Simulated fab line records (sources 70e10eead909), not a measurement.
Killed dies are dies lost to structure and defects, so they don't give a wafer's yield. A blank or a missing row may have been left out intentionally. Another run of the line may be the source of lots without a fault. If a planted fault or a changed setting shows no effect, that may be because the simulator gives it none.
Matching of chambers | flow nand-harc | rie-diel-02 running NHARC_A_CONTACT_DESCUM_13: 4 sister chambers
The step chemistry O2, time 3 s. 24 wafers are shown with their chamber, then 12 later ones without.

WAFERS WITH THEIR CHAMBER
wafer  | chamber | showerhead-plenum-p-Torr (Torr) | drypump-motor-current-A (A) | oes-product-au (a.u.)
L075.1 | 0       | 2.01                            | 6.1                         | 0.999
L075.2 | 3       | 1.79                            | 6.6                         | 0.981
L075.5 | 2       | 1.90                            | 6.4                         | 1.008
L077.2 | 2       | 1.90                            | 6.4                         | 1.013
L077.3 | 0       | 2.01                            | 6.1                         | 0.988
L077.6 | 3       | 1.79                            | 6.6                         | 0.981
L079.1 | 2       | 1.90                            | 6.4                         | 1.004
L079.2 | 1       | 1.89                            | 6.6                         | 1.007
L079.6 | 0       | 2.01                            | 6.2                         | 0.983
L078.1 | 2       | 1.90                            | 6.4                         | 0.991
L078.3 | 3       | 1.78                            | 6.6                         | 0.983
L078.6 | 1       | 1.89                            | 6.6                         | 0.984
L084.1 | 3       | 1.78                            | 6.6                         | 0.980
L084.3 | 1       | 1.89                            | 6.6                         | 0.982
L084.5 | 3       | 1.78                            | 6.6                         | 0.986
L080.2 | 1       | 1.88                            | 6.6                         | 0.990
L080.3 | 0       | 2.01                            | 6.1                         | 1.003
L080.4 | 2       | 1.90                            | 6.4                         | 0.998
L088.3 | 0       | 2.01                            | 6.2                         | 1.003
L088.4 | 1       | 1.88                            | 6.6                         | 0.993
L088.6 | 3       | 1.78                            | 6.6                         | 0.998
L089.2 | 1       | 1.88                            | 6.6                         | 0.994
L089.3 | 3       | 1.78                            | 6.6                         | 0.993
L089.4 | 2       | 1.90                            | 6.4                         | 1.004

SIGNATURES, as means of the wafers listed above
reading                  | chamber 0 | chamber 1 | chamber 2 | chamber 3 | scatter within a chamber
showerhead-plenum-p-Torr | 2.0100    | 1.8850    | 1.9000    | 1.7829    | 0.00383
drypump-motor-current-A  | 6.140     | 6.600     | 6.400     | 6.600     | 0.0245
oes-product-au           | 0.99520   | 0.99167   | 1.00300   | 0.98600   | 0.00812
Rule: a wafer lies at a distance from a chamber equal to the root of the sum of squares, over the readings, of (its reading less the chamber's mean, divided by the reading's scatter). The wafer belongs to the nearest chamber; if the next one is less than 2 further off, it can't be placed. The scatter: the root of (the sum of the squares of (reading less its chamber's mean) over the shown wafers, divided by (wafers less chambers)).

WAFERS WHOSE CHAMBER IS MISSING
wafer  | showerhead-plenum-p-Torr (Torr) | drypump-motor-current-A (A) | oes-product-au (a.u.)
L087.1 | 1.78                            | 6.6                         | 0.982
L087.2 | 1.89                            | 6.4                         | 1.000
L087.6 | 1.88                            | 6.6                         | 0.998
L091.2 | 1.88                            | 6.6                         | 0.982
L091.4 | 1.89                            | 6.5                         | 1.007
L091.5 | 2.01                            | 6.2                         | 0.978
L092.4 | 2.01                            | 6.2                         | 0.997
L092.5 | 1.78                            | 6.6                         | 0.985
L092.6 | 1.89                            | 6.5                         | 0.994
L094.2 | 1.89                            | 6.4                         | 1.008
L094.4 | 1.78                            | 6.6                         | 0.999
L094.5 | 1.89                            | 6.4                         | 1.004

EACH ONE'S CHAMBER
wafer  | from the rows above     | in truth
L087.1 | 3                       | 3
L087.2 | 2                       | 2
L087.6 | 1                       | 1
L091.2 | 1                       | 1
L091.4 | can't be placed: 1 or 2 | 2
L091.5 | 0                       | 0
L092.4 | 0                       | 0
L092.5 | 3                       | 3
L092.6 | can't be placed: 1 or 2 | 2
L094.2 | 2                       | 2
L094.4 | 3                       | 3
L094.5 | 2                       | 2
Placed correctly: 10 of 12. From these rows, 2 cannot be placed; in 2 the true chamber is one of the candidates. Wrongly placed: 0.
